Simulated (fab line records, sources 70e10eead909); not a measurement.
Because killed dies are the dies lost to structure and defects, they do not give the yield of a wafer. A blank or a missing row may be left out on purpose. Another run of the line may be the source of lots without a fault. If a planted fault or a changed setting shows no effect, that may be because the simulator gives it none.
Matching of chambers | flow nandHarc | NHARC_A_CONTACT_ALD_18 on aldMetal-03 has 4 sister chambers
The step deposits TiN, target thk 3 nm, pulse time 1 s, ald cycles 150. 33 wafers are shown with their chamber, then 12 later ones without.

WAFERS, EACH WITH ITS CHAMBER
wafer  | chamber | heaterPowerW (W) | precursorPulseHeightRel
L074.2 | 0       | 1070             | 0.964
L074.3 | 2       | 1052             | 1.023
L074.5 | 0       | 1090             | 0.974
L075.2 | 2       | 1032             | 1.000
L075.3 | 1       | 1222             | 0.984
L075.4 | 3       | 1413             | 1.019
L077.1 | 0       | 1063             | 1.005
L077.4 | 2       | 1046             | 1.007
L077.6 | 1       | 1231             | 1.008
L078.2 | 3       | 1426             | 1.026
L078.3 | 1       | 1245             | 1.025
L078.6 | 2       | 1035             | 0.987
L082.3 | 3       | 1407             | 1.009
L082.5 | 0       | 1068             | 1.006
L082.6 | 1       | 1268             | 0.991
L085.2 | 1       | 1226             | 1.011
L085.3 | 3       | 1405             | 1.021
L085.4 | 2       | 1060             | 0.987
L083.2 | 0       | 1096             | 0.982
L083.3 | 1       | 1249             | 1.004
L083.4 | 2       | 1055             | 1.002
L083.1 | 3       | 1408             | 0.992
L083.5 | 2       | 1081             | 1.024
L083.6 | 1       | 1262             | 1.001
L086.1 | 2       | 1069             | 0.968
L086.2 | 0       | 1111             | 0.988
L086.4 | 1       | 1251             | 1.000
L087.1 | 1       | 1277             | 0.984
L087.4 | 0       | 1111             | 0.987
L087.5 | 0       | 1081             | 0.975
L088.2 | 0       | 1088             | 1.014
L088.3 | 3       | 1383             | 0.989
L088.4 | 1       | 1264             | 0.979

SIGNATURES, as means of the wafers listed above
reading                 | chamber 0 | chamber 1 | chamber 2 | chamber 3 | scatter within a chamber
heaterPowerW            | 1086.44   | 1249.50   | 1053.75   | 1407.00   | 17.1
precursorPulseHeightRel | 0.98833   | 0.99870   | 0.99975   | 1.00933   | 0.0165
Rule: a wafer's distance from a chamber is the root of the sum, over the readings, of the square of ((its reading less the chamber's mean) divided by the reading's scatter). The wafer belongs to the nearest chamber; if the next one is less than 2 further off, it can't be placed. The scatter: the root of (the sum of the squares of (reading less its chamber's mean) over the shown wafers, divided by (wafers less chambers)).

WAFERS WITH NO CHAMBER GIVEN
wafer  | heaterPowerW (W) | precursorPulseHeightRel
L089.3 | 1095             | 0.979
L089.4 | 1390             | 1.008
L089.5 | 1035             | 1.019
L091.1 | 1104             | 0.978
L091.3 | 1378             | 1.018
L091.4 | 1271             | 0.988
L093.1 | 1435             | 0.997
L093.4 | 1251             | 0.987
L093.6 | 1284             | 1.014
L097.3 | 1368             | 1.006
L097.5 | 1384             | 0.977
L097.6 | 1089             | 1.005

WHICH CHAMBER EACH WENT THROUGH
wafer  | from the rows above     | in truth
L089.3 | can't be placed: 0 or 2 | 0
L089.4 | 3                       | 3
L089.5 | can't be placed: 2 or 0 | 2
L091.1 | 0                       | 0
L091.3 | 3                       | 3
L091.4 | 1                       | 1
L093.1 | 3                       | 3
L093.4 | 1                       | 1
L093.6 | 1                       | 1
L097.3 | 3                       | 3
L097.5 | 3                       | 3
L097.6 | can't be placed: 0 or 2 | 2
Correctly placed: 9 of 12. Can't be placed from these rows: 3 (the true chamber is among the candidates in 3). Placed wrongly: 0.
